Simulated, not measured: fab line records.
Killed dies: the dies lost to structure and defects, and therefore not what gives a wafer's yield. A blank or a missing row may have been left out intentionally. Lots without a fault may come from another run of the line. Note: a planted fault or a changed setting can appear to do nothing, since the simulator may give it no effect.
A lot that was struck, set against a sound lot -- flow n5 finfet -- 17 steps out of a route of 1938
Sound: the wafers L587.3, L587.4, L587.6. Struck: wafers L579.1, L579.5, L579.6. Last of all comes the cause.
Each step with rows lists, per side, the tool, then ch with its chambers, then its first start. Under that, the readings that differ: sound wafers -- struck wafers -- difference of the means -- sigmas: that difference in standard deviations of wafers without a fault.
alike: readings with means less than 2 such deviations apart, plus words and numbers identical on both sides. not compared: withheld readings, readings lacking a value on some wafer, bounds such as >300 that could conceal the same value, and numbers that have no deviation in the record and whose values overlap.
The two part at a step that has a row with sigmas, a row that says differs or no value, or rows on one side only. Numbers that don't overlap but have no deviation are shown without sigmas and don't part them. Lack of a reading on every wafer of one side parts them only where that side has two or more wafers.

first, 11 steps without rows for these wafers: N5_MOL_CONTACT_COAG_DESCUM_88 (chemistry O2, time 7 s); N5_MOL_CONTACT_COAG_ETCH_89 (etches underlayer in N2/H2, target depth 13 nm, time 10.4 s); N5_MOL_CONTACT_COAG_ETCH_90 (etches SiARC in CF4, target depth 13 nm, time 21.7 s); N5_MOL_CONTACT_COAG_ALD_131 (deposits SiO2, target thk 5 nm, pulse time 1 s, co reactant pulse time 1 s); N5_MOL_CONTACT_COAG_ETCHBACK_132 (etches SiO2 in CHF3, target depth 10 nm, time 6.7 s); N5_MOL_CONTACT_COAG_ETCH_91 (etches SOC in N2/H2, target depth 60 nm, overetch 21 nm, time 101.2 s); N5_MOL_CONTACT_COAG_STRIP_92 (strips in N2/H2); N5_MOL_CONTACT_COAG_STRIP_93 (strips in N2/H2); N5_MOL_CONTACT_COAG_ETCHBACK_135 (etches SiO2 in CHF3, target depth 25 nm, time 16.7 s); N5_MOL_CONTACT_COAG_STRIP_118 (strips in CHF3); N5_MOL_CONTACT_COAG_VIA_ETCH_46 (etches SiO2 in C4F6/O2, target depth 46 nm, overetch 9.2 nm, time 40 s).
N5_MOL_CONTACT_COAG_STRIP_96: strips in N2/H2.
  sound on rie diel-04 ch 1,3, day 9 18:24; struck on rie diel-04 ch 0,1, day 8 00:08
  no value came back on the struck wafers for any of 7 readings (bias power w (W), chamber pressure mTorr (mTorr) and others); on the sound wafers bias power w (W) reads 28.06 28.01 28.01
reading,sound,struck,difference,sigmas
model.SOC_of_MOL_CONTACT_COAG_COAT_75.thk nm (nm),0 0 0,50.6 50.6 50.6,+50.6,
model.SiO2_of_MOL_CONTACT_COAG_ALD_131.thk nm (nm),0 0 0,5 5 5,+5,
  not compared: rf hours counter h
then, 1 step without rows for these wafers: N5_MOL_CONTACT_COAG_ETCH_47 (etches SiNx in CH3F/O2, stops on W, target depth 27 nm).
N5_MOL_CONTACT_COAG_STRIP_119: strips in N2/H2, time 30 s.
  sound on plasma asher-01 ch 0,1, day 9 18:32; struck on plasma asher-02 ch 0,1, day 8 00:15
reading,sound,struck,difference,sigmas
model.SOC_of_MOL_CONTACT_COAG_COAT_75.thk nm (nm),0 0 0,26.2 26 26.2,+26.1,
  alike: drypump motor current A, h2 flow sccm, heater power w
  not compared: rf hours counter h
then, 1 step without rows for these wafers: N5_MOL_CONTACT_COAG_PRECLEAN_144 (cleans in alkaline clean, time 60 s).
N5_BEOL_M4_RC_MEAS_101:
  the record has rows for the sound wafers here (prober-01 ch 0, day 12 14:14) and none for the struck ones
-- here the record skips 8 days between the struck wafers' starts before and after, leaving off in module BEOL_M4 and picking up in module PASSIVATION (first step shown: number 1936 of the route) --
N5_PASSIVATION_PROBE_49:
  the record has rows for the struck wafers here (prober-01, day 15 15:06) and none for the sound ones

## WHERE THEY PART
At N5_MOL_CONTACT_COAG_STRIP_96 first; at N5_PASSIVATION_PROBE_49 last (within this record only).

WHY: what the simulator had put in
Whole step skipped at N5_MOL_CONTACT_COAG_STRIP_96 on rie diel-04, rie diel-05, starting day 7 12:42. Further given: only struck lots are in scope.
